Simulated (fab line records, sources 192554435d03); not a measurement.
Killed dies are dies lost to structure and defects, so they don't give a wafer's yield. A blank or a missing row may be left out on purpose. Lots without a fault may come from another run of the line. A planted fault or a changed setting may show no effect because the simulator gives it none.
Chamber matching | flow n5_finfet | N5_BEOL_M5_ETCH_72 on rie_diel-04: 4 sister chambers
The step etches underlayer in N2/H2, target depth 6.5 nm, time 5.2 s. 4 wafers are shown with their chamber, then 12 later ones without.

WAFERS WITH THEIR CHAMBER
wafer  | chamber | showerhead_plenum_p_Torr (Torr)
L081.3 | 1       | 2.64
L089.1 | 0       | 2.48
L089.4 | 3       | 2.68
L089.6 | 2       | 2.59

WAFERS WITHOUT THEIR CHAMBER
wafer  | showerhead_plenum_p_Torr (Torr)
L090.1 | 2.63
L090.3 | 2.68
L090.4 | 2.59
L091.2 | 2.63
L091.3 | 2.68
L091.6 | 2.68
L092.3 | 2.48
L092.5 | 2.48
L092.6 | 2.68
L095.2 | 2.59
L095.4 | 2.48
L095.6 | 2.67

WHICH CHAMBER EACH WENT THROUGH
wafer  | from the rows above | in truth
L090.1 | 1                   | 1
L090.3 | 3                   | 3
L090.4 | 2                   | 2
L091.2 | 1                   | 1
L091.3 | 3                   | 3
L091.6 | 3                   | 3
L092.3 | 0                   | 0
L092.5 | 0                   | 0
L092.6 | 3                   | 3
L095.2 | 2                   | 2
L095.4 | 0                   | 0
L095.6 | 3                   | 3
Placed correctly: 12 of 12. Can't be placed from these rows: 0. Placed wrongly: 0.
How it was worked out, from the rows above alone: a wafer's distance from a chamber is the root of the sum, over the readings, of the square of ((its reading less the chamber's mean) divided by the reading's scatter). The wafer belongs to the nearest chamber; if the next one is less than 2 further off, it can't be placed. A chamber's mean is the mean of its shown wafers. The scatter: with one shown wafer a chamber, the root of the mean of the squares of how far each hidden wafer lies from its nearest shown one.
